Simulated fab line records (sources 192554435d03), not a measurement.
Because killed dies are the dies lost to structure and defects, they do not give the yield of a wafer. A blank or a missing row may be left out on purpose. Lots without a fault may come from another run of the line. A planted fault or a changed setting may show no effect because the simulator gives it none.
The tool behind it: which one?	flow n5-finfet	24 lots with 72 wafers sampled at 6 steps, on a route of 1938 steps

WHAT THE GAUGES READ, wafer by wafer
N5_GATE_CUT_INSPECT_26: inspects for defects (darkfield). Usual: raw-defect-count reads 43 (standard deviation 17).
lot	measured	on	raw-defect-count	flag
L074	day 4 15:03	defect-inspect-02	65 77 64	
L075	day 4 20:34	defect-inspect-01	41 30 27	
L076	day 5 03:32	defect-inspect-02	42 44 62	
L077	day 5 10:16	defect-inspect-02	37 40 44	
L078	day 5 17:38	defect-inspect-01	57 35 91	
L079	day 5 22:05	defect-inspect-01	68 41 25	
L080	day 6 04:23	defect-inspect-02	19 65 51	
L081	day 6 10:25	defect-inspect-02	34 35 51	
L082	day 6 14:50	defect-inspect-01	20 21 25	
L083	day 6 21:38	defect-inspect-02	44 40 57	
L084	day 7 01:53	defect-inspect-02	36 74 27	
L085	day 7 12:00	defect-inspect-02	44 31 48	
L086	day 7 14:58	defect-inspect-02	46 77 51	
L087	day 7 23:20	defect-inspect-01	43 50 32	
L088	day 8 04:04	defect-inspect-01	34 48 35	
L089	day 8 07:57	defect-inspect-02	32 36 30	
L090	day 8 18:07	defect-inspect-01	70 31 49	
L091	day 8 22:09	defect-inspect-01	53 72 46	
L092	day 9 03:57	defect-inspect-01	26 28 50	
L093	day 9 06:25	defect-inspect-02	59 30 43	
L094	day 9 18:43	defect-inspect-01	30 20 49	
L095	day 10 00:17	defect-inspect-02	29 31 51	
L096	day 10 05:07	defect-inspect-02	63 35 74	
L097	day 10 09:11	defect-inspect-02	52 18 16	

WHAT TOOL EACH LOT RAN ON (gives the tool, then ch and the chambers of the sampled wafers, and finally the start)
lot	N5_HKMG_FIN_ALD_79	N5_HKMG_FIN_STRIP_90	N5_HKMG_FIN_STRIP_69	N5_GATE_CUT_SAC_CAP_01	N5_GATE_CUT_CUT_ETCH_54
L074	ald-metal-03 ch 0,2,3, day 4 01:02	rie-diel-03 ch 0,1,2, day 4 05:25	plasma-asher-01 ch 0,1, day 4 05:49	ald-sin-02 ch 2,3, day 4 08:14	rie-metal-03 ch 1, day 4 11:59
L075	ald-metal-02 ch 0,2,3, day 4 05:28	rie-diel-05 ch 0,2,3, day 4 10:25	plasma-asher-02 ch 0,1, day 4 10:43	ald-sin-02 ch 0,2, day 4 12:59	rie-metal-01 ch 0,1, day 4 16:52
L076	ald-metal-03 ch 0,1, day 4 13:35	rie-diel-04 ch 1,3, day 4 18:32	plasma-asher-02 ch 0,1, day 4 18:57	ald-sin-01 ch 1,2,3, day 4 21:07	rie-metal-01 ch 0,1, day 5 00:38
L077	ald-metal-03 ch 0,3, day 4 20:14	rie-diel-05 ch 0,1,3, day 5 00:37	plasma-asher-02 ch 0,1, day 5 00:55	ald-sin-04 ch 1,2,3, day 5 03:11	rie-metal-03 ch 0,1, day 5 07:11
L078	ald-metal-02 ch 0,3, day 5 02:25	rie-diel-05 ch 1,3, day 5 06:53	plasma-asher-02 ch 0,1, day 5 07:14	ald-sin-01 ch 0,1,2, day 5 10:32	rie-metal-02 ch 1, day 5 14:16
L079	ald-metal-04 ch 1,3, day 5 08:19	rie-diel-05 ch 0,1,3, day 5 12:40	plasma-asher-01 ch 0,1, day 5 13:05	ald-sin-02 ch 0,1, day 5 15:40	rie-metal-03 ch 0,1, day 5 19:12
L080	ald-metal-03 ch 0,1, day 5 13:59	rie-diel-03 ch 0,1,2, day 5 19:10	plasma-asher-02 ch 0,1, day 5 19:28	ald-sin-01 ch 0,1, day 5 21:44	rie-metal-03 ch 0,1, day 6 01:29
L081	ald-metal-02 ch 0,2,3, day 5 19:06	rie-diel-04 ch 0,2, day 5 23:51	plasma-asher-02 ch 0,1, day 6 00:09	ald-sin-01 ch 0,2,3, day 6 03:38	rie-metal-02 ch 1, day 6 07:17
L082	ald-metal-02 ch 0,1,3, day 6 01:17	rie-diel-04 ch 0,2,3, day 6 05:38	plasma-asher-01 ch 0,1, day 6 05:56	ald-sin-02 ch 0,1,2, day 6 08:24	rie-metal-01 ch 0,1, day 6 11:55
L083	ald-metal-03 ch 0,1,3, day 6 07:55	rie-diel-04 ch 1,2,3, day 6 12:37	plasma-asher-02 ch 0, day 6 12:55	ald-sin-01 ch 2,3, day 6 15:11	rie-metal-01 ch 0,1, day 6 18:43
L084	ald-metal-04 ch 0,1,3, day 6 12:01	rie-diel-05 ch 0,1,2, day 6 16:37	plasma-asher-01 ch 0,1, day 6 16:55	ald-sin-01 ch 1,3, day 6 19:25	rie-metal-01 ch 0, day 6 22:59
L085	ald-metal-03 ch 0,2,3, day 6 20:59	rie-diel-04 ch 0,2,3, day 7 01:52	plasma-asher-01 ch 0,1, day 7 02:17	ald-sin-02 ch 1,2,3, day 7 04:26	rie-metal-03 ch 0,1, day 7 08:09
L086	ald-metal-02 ch 0,1,2, day 7 00:25	rie-diel-03 ch 0,1,2, day 7 05:02	plasma-asher-01 ch 0,1, day 7 05:20	ald-sin-01 ch 1,2,3, day 7 07:55	rie-metal-03 ch 0,1, day 7 11:32
L087	ald-metal-03 ch 0,3, day 7 09:45	rie-diel-05 ch 0,2,3, day 7 14:10	plasma-asher-01 ch 0,1, day 7 14:28	ald-sin-01 ch 0,1,3, day 7 16:44	rie-metal-02 ch 0,1, day 7 20:25
L088	ald-metal-03 ch 1,2, day 7 14:26	rie-diel-05 ch 1,3, day 7 18:57	plasma-asher-02 ch 0,1, day 7 19:22	ald-sin-04 ch 1,2,3, day 7 21:37	rie-metal-01 ch 0,1, day 8 01:11
L089	ald-metal-04 ch 0,2,3, day 7 17:34	rie-diel-03 ch 0,2,3, day 7 22:01	plasma-asher-01 ch 0,1, day 7 22:30	ald-sin-04 ch 0,1,3, day 8 01:03	rie-metal-03 ch 0,1, day 8 05:02
L090	ald-metal-03 ch 0,1,2, day 8 04:18	rie-diel-05 ch 1,2,3, day 8 08:46	plasma-asher-01 ch 0,1, day 8 09:04	ald-sin-02 ch 0,1, day 8 11:22	rie-metal-03 ch 0,1, day 8 14:52
L091	ald-metal-04 ch 0,1,3, day 8 07:22	rie-diel-03 ch 1,2, day 8 11:47	plasma-asher-01 ch 0, day 8 12:05	ald-sin-01 ch 0,2,3, day 8 14:49	rie-metal-01 ch 0,1, day 8 18:43
L092	ald-metal-02 ch 1,2,3, day 8 14:01	rie-diel-03 ch 0,2, day 8 18:44	plasma-asher-01 ch 0,1, day 8 19:03	ald-sin-02 ch 2,3, day 8 21:19	rie-metal-02 ch 1, day 9 01:02
L093	ald-metal-02 ch 1,2, day 8 16:01	rie-diel-04 ch 0,1,2, day 8 21:18	plasma-asher-01 ch 0,1, day 8 21:36	ald-sin-04 ch 0,1, day 8 23:53	rie-metal-03 ch 0,1, day 9 03:31
L094	ald-metal-04 ch 1,3, day 9 04:02	rie-diel-03 ch 0,1,2, day 9 08:30	plasma-asher-02 ch 0,1, day 9 08:48	ald-sin-04 ch 0,2,3, day 9 11:20	rie-metal-02 ch 0,1, day 9 15:44
L095	ald-metal-04 ch 0,1,2, day 9 09:33	rie-diel-05 ch 1,3, day 9 14:04	plasma-asher-01 ch 0, day 9 14:41	ald-sin-01 ch 1,3, day 9 17:00	rie-metal-02 ch 0, day 9 20:52
L096	ald-metal-04 ch 0,2,3, day 9 14:49	rie-diel-03 ch 0,2,3, day 9 19:50	plasma-asher-01 ch 0,1, day 9 20:08	ald-sin-01 ch 0,1,2, day 9 22:41	rie-metal-01 ch 0,1, day 10 02:13
L097	ald-metal-03 ch 0,2,3, day 9 18:34	rie-diel-04 ch 2,3, day 9 23:07	plasma-asher-02 ch 0,1, day 9 23:32	ald-sin-01 ch 0,1,3, day 10 01:48	rie-metal-03 ch 0,1, day 10 05:19
- N5_HKMG_FIN_ALD_79: deposits TiN, target thk 1.5 nm, pulse time 1 s, purge time 3 s.
- N5_HKMG_FIN_STRIP_90: strips SOC in N2/H2, time 20 s.
- N5_HKMG_FIN_STRIP_69: strips in N2/H2, time 360 s.
- N5_GATE_CUT_SAC_CAP_01: material SiNx, target thk 24 nm, pulse time 1 s, ald cycles 480.
- N5_GATE_CUT_CUT_ETCH_54: etches TiN in Cl2/BCl3, target depth 96.7 nm.

WHAT THE TOOLS THEMSELVES READ (means of the sampled wafers that have a number; where no wafer has one, the mark that the record gives instead)
N5_HKMG_FIN_ALD_79. Usual: heater-power-w 882 W, standard deviation 65; precursor-pulse-height-rel 0.998, standard deviation 0.018.
lot	tool	heater-power-w (W)	precursor-pulse-height-rel	flag
L074	ald-metal-03	861	0.990	
L075	ald-metal-02	906	0.988	
L076	ald-metal-03	843	0.988	
L077	ald-metal-03	836	0.995	
L078	ald-metal-02	957	1.011	
L079	ald-metal-04	959	0.993	
L080	ald-metal-03	866	1.015	
L081	ald-metal-02	908	1.006	
L082	ald-metal-02	891	0.993	
L083	ald-metal-03	851	1.012	
L084	ald-metal-04	914	1.002	
L085	ald-metal-03	842	0.995	
L086	ald-metal-02	861	0.991	
L087	ald-metal-03	847	1.010	
L088	ald-metal-03	879	1.022	
L089	ald-metal-04	932	0.984	
L090	ald-metal-03	868	0.997	
L091	ald-metal-04	889	1.009	
L092	ald-metal-02	889	1.004	
L093	ald-metal-02	823	0.986	
L094	ald-metal-04	958	0.993	
L095	ald-metal-04	859	0.978	
L096	ald-metal-04	929	1.000	
L097	ald-metal-03	865	0.983	

N5_HKMG_FIN_STRIP_90. Usual: drypump-motor-current-A 5.8 A, standard deviation 0.38; oes-product-au 0.77 a.u., standard deviation 0.089; rf-vpp-V 54.0 V, standard deviation 0.87; showerhead-plenum-p-Torr 3.37 Torr, standard deviation 0.13; throttle-valve-pct 18.9 %, standard deviation 0.38.
lot	tool	drypump-motor-current-A (A)	oes-product-au (a.u.)	rf-vpp-V (V)	showerhead-plenum-p-Torr (Torr)	throttle-valve-pct (%)	flag
L074	rie-diel-03	5.8	0.69	54.8	3.37	18.9	
L075	rie-diel-05	5.8	0.75	53.1	3.36	19.0	
L076	rie-diel-04	6.0	0.84	53.7	3.44	18.8	
L077	rie-diel-05	6.0	0.76	53.9	3.36	18.9	
L078	rie-diel-05	5.7	0.72	54.1	3.29	18.8	
L079	rie-diel-05	6.0	0.75	54.1	3.36	18.9	
L080	rie-diel-03	5.8	0.77	54.5	3.36	18.8	
L081	rie-diel-04	6.1	0.73	54.1	3.36	19.5	
L082	rie-diel-04	5.9	0.72	54.0	3.37	19.3	
L083	rie-diel-04	5.8	0.77	53.2	3.37	18.9	
L084	rie-diel-05	5.8	0.82	54.3	3.45	19.0	
L085	rie-diel-04	5.9	0.72	53.5	3.37	19.3	
L086	rie-diel-03	5.8	0.76	53.9	3.36	18.8	
L087	rie-diel-05	5.8	0.82	54.3	3.48	18.9	
L088	rie-diel-05	5.6	0.70	54.1	3.24	18.9	
L089	rie-diel-03	5.7	0.77	54.3	3.30	18.6	
L090	rie-diel-05	5.5	0.77	53.9	3.37	18.9	
L091	rie-diel-03	5.8	0.80	54.2	3.35	19.2	
L092	rie-diel-03	5.9	0.68	54.1	3.26	18.5	
L093	rie-diel-04	6.0	0.76	53.6	3.35	19.2	
L094	rie-diel-03	5.8	0.74	53.4	3.35	18.9	
L095	rie-diel-05	5.7	0.69	53.2	3.27	18.8	
L096	rie-diel-03	5.7	0.76	54.0	3.29	18.6	
L097	rie-diel-04	5.6	0.78	53.7	3.28	18.9	

N5_HKMG_FIN_STRIP_69. Usual: drypump-motor-current-A 5.6 A, standard deviation 0.36; heater-power-w 456 W, standard deviation 46.
lot	tool	drypump-motor-current-A (A)	heater-power-w (W)	flag
L074	plasma-asher-01	5.8	444	
L075	plasma-asher-02	5.3	465	
L076	plasma-asher-02	5.3	464	
L077	plasma-asher-02	5.3	471	
L078	plasma-asher-02	5.2	472	
L079	plasma-asher-01	5.8	432	
L080	plasma-asher-02	5.3	473	
L081	plasma-asher-02	5.6	503	
L082	plasma-asher-01	5.8	442	
L083	plasma-asher-02	5.9	542	
L084	plasma-asher-01	5.8	423	
L085	plasma-asher-01	5.8	426	
L086	plasma-asher-01	5.8	426	
L087	plasma-asher-01	5.8	438	
L088	plasma-asher-02	5.6	510	
L089	plasma-asher-01	5.8	431	
L090	plasma-asher-01	5.8	444	
L091	plasma-asher-01	5.7	414	
L092	plasma-asher-01	5.8	442	
L093	plasma-asher-01	5.8	440	
L094	plasma-asher-02	5.3	474	
L095	plasma-asher-01	5.7	411	
L096	plasma-asher-01	5.8	441	
L097	plasma-asher-02	5.3	472	

N5_GATE_CUT_SAC_CAP_01. Usual: heater-power-w 880 W, standard deviation 96; precursor-pulse-height-rel 1.003, standard deviation 0.021.
lot	tool	heater-power-w (W)	precursor-pulse-height-rel	flag
L074	ald-sin-02	921	1.010	
L075	ald-sin-02	862	1.006	
L076	ald-sin-01	873	0.986	
L077	ald-sin-04	980	1.010	
L078	ald-sin-01	899	1.007	
L079	ald-sin-02	759	0.989	
L080	ald-sin-01	866	1.015	
L081	ald-sin-01	908	1.003	
L082	ald-sin-02	794	0.990	
L083	ald-sin-01	885	1.017	
L084	ald-sin-01	806	0.989	
L085	ald-sin-02	841	0.993	
L086	ald-sin-01	865	1.006	
L087	ald-sin-01	857	0.989	
L088	ald-sin-04	989	1.004	
L089	ald-sin-04	949	0.992	
L090	ald-sin-02	789	1.009	
L091	ald-sin-01	911	0.980	
L092	ald-sin-02	893	1.030	
L093	ald-sin-04	915	1.000	
L094	ald-sin-04	901	1.016	
L095	ald-sin-01	796	0.995	
L096	ald-sin-01	900	0.997	
L097	ald-sin-01	844	1.015	

N5_GATE_CUT_CUT_ETCH_54. Usual: drypump-motor-current-A 5.5 A, standard deviation 0.38; etch-rf-on-time-s 36.2 s, standard deviation 1.2; mfc-cl2-sccm 53.25 sccm, standard deviation 0.17; oes-product-au 0.70 a.u., standard deviation 0.12; throttle-valve-pct 22.3 %, standard deviation 0.39.
lot	tool	drypump-motor-current-A (A)	etch-rf-on-time-s (s)	mfc-cl2-sccm (sccm)	oes-product-au (a.u.)	throttle-valve-pct (%)	flag
L074	rie-metal-03	5.3	35.0	53.30	0.72	22.4	
L075	rie-metal-01	5.0	37.3	53.25	0.65	22.0	
L076	rie-metal-01	5.1	38.0	53.37	0.59	22.4	
L077	rie-metal-03	5.4	35.1	53.40	0.78	22.5	
L078	rie-metal-02	6.1	35.8	53.40	0.56	22.6	
L079	rie-metal-03	5.4	35.6	53.20	0.76	22.5	
L080	rie-metal-03	5.5	35.5	53.46	0.81	22.6	
L081	rie-metal-02	6.1	36.6	53.40	0.54	22.6	
L082	rie-metal-01	5.1	37.4	53.35	0.64	22.1	
L083	rie-metal-01	5.1	37.4	53.17	0.65	22.0	
L084	rie-metal-01	5.0	36.9	53.14	0.70	21.8	
L085	rie-metal-03	5.4	35.3	53.14	0.75	22.5	
L086	rie-metal-03	5.4	35.3	53.29	0.75	22.5	
L087	rie-metal-02	6.1	36.0	53.27	0.64	22.3	
L088	rie-metal-01	5.1	38.1	53.14	0.58	22.4	
L089	rie-metal-03	5.4	35.5	53.25	0.74	22.5	
L090	rie-metal-03	5.5	35.0	53.24	0.79	22.6	
L091	rie-metal-01	5.1	37.2	53.15	0.64	22.1	
L092	rie-metal-02	6.1	36.3	53.30	0.54	22.6	
L093	rie-metal-03	5.5	35.4	53.28	0.77	22.6	
L094	rie-metal-02	6.0	35.5	53.13	0.74	22.0	
L095	rie-metal-02	6.0	35.3	53.24	0.83	21.7	
L096	rie-metal-01	5.1	37.1	53.35	0.74	22.0	
L097	rie-metal-03	5.5	35.8	53.30	0.76	22.6	

THE ANSWER, worked out from the rows above alone
Rule: lot off if the mean of its wafers having a number is beyond 3 standard deviations from the usual mean. A lot without any number at a reading at which 4 lots or more have one is off too. All remaining lots with rows at the step are treated as sound. Order of review: gauges by route order, followed by the tools' own readings, for which a lot's mean as printed above is used. The first step at which some lot is off is used, and at that step the reading that is off furthest; a lot without a number counts as furthest.
None of the lots is off at any reading shown; this tells nothing.

WHAT THE SIMULATOR HAD INSERTED
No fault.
